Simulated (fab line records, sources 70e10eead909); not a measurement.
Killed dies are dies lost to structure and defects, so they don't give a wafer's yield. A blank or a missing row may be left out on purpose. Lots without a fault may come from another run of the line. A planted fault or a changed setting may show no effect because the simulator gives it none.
Chamber matching | flow nand_harc | NHARC_A_CONTACT_ETCH_75 on rie_diel-12: 4 sister chambers
The step etches the open film in CF4, target depth 39 nm, time 65 s. 14 wafers are shown with their chamber, then 7 later ones without.

WAFERS WITH THEIR CHAMBER
wafer  | chamber | showerhead_plenum_p_Torr (Torr) | drypump_motor_current_A (A) | oes_product_au (a.u.)
L602.3 | 3       | 1.83                            | 5.9                         | 0.983
L602.4 | 2       | 1.66                            | 5.7                         | 1.018
L602.5 | 3       | 1.83                            | 5.9                         | 0.990
L603.1 | 1       | 1.75                            | 5.9                         | 1.007
L603.4 | 3       | 1.83                            | 5.9                         | 0.979
L603.5 | 1       | 1.75                            | 6.0                         | 1.004
L606.1 | 3       | 1.82                            | 5.9                         | 0.997
L606.4 | 3       | 1.82                            | 5.9                         | 0.983
L606.6 | 2       | 1.66                            | 5.7                         | 1.014
L609.1 | 3       | 1.82                            | 5.9                         | 0.989
L609.3 | 0       | 1.70                            | 4.8                         | 0.992
L609.5 | 1       | 1.75                            | 5.9                         | 0.996
L615.1 | 2       | 1.66                            | 5.7                         | 1.027
L615.3 | 0       | 1.70                            | 4.9                         | 1.005

SIGNATURES (means of the wafers above)
reading                  | chamber 0 | chamber 1 | chamber 2 | chamber 3 | scatter within a chamber
showerhead_plenum_p_Torr | 1.7000    | 1.7500    | 1.6600    | 1.8250    | 0.00387
drypump_motor_current_A  | 4.850     | 5.933     | 5.700     | 5.900     | 0.0342
oes_product_au           | 0.99850   | 1.00233   | 1.01967   | 0.98683   | 0.00668
Rule: a wafer's distance from a chamber is the root of the sum, over the readings, of the square of ((its reading less the chamber's mean) divided by the reading's scatter). The wafer belongs to the nearest chamber; if the next one is less than 2 further off, it can't be placed. The scatter: the root of (the sum of the squares of (reading less its chamber's mean) over the shown wafers, divided by (wafers less chambers)).

WAFERS WITHOUT THEIR CHAMBER
wafer  | showerhead_plenum_p_Torr (Torr) | drypump_motor_current_A (A) | oes_product_au (a.u.)
L615.4 | 1.82                            | 5.9                         | 1.011
L618.3 | 1.65                            | 5.7                         | 1.022
L618.4 | 1.70                            | 4.9                         | 1.000
L618.5 | 1.82                            | 5.9                         | 0.998
L620.1 | 1.65                            | 5.7                         | 1.029
L620.2 | 1.74                            | 5.9                         | 0.986
L620.6 | 1.74                            | 6.0                         | 0.995

WHICH CHAMBER EACH WENT THROUGH
wafer  | from the rows above | in truth
L615.4 | 3                   | 3
L618.3 | 2                   | 2
L618.4 | 0                   | 0
L618.5 | 3                   | 3
L620.1 | 2                   | 2
L620.2 | 1                   | 1
L620.6 | 1                   | 1
Placed correctly: 7 of 7. Can't be placed from these rows: 0. Placed wrongly: 0.
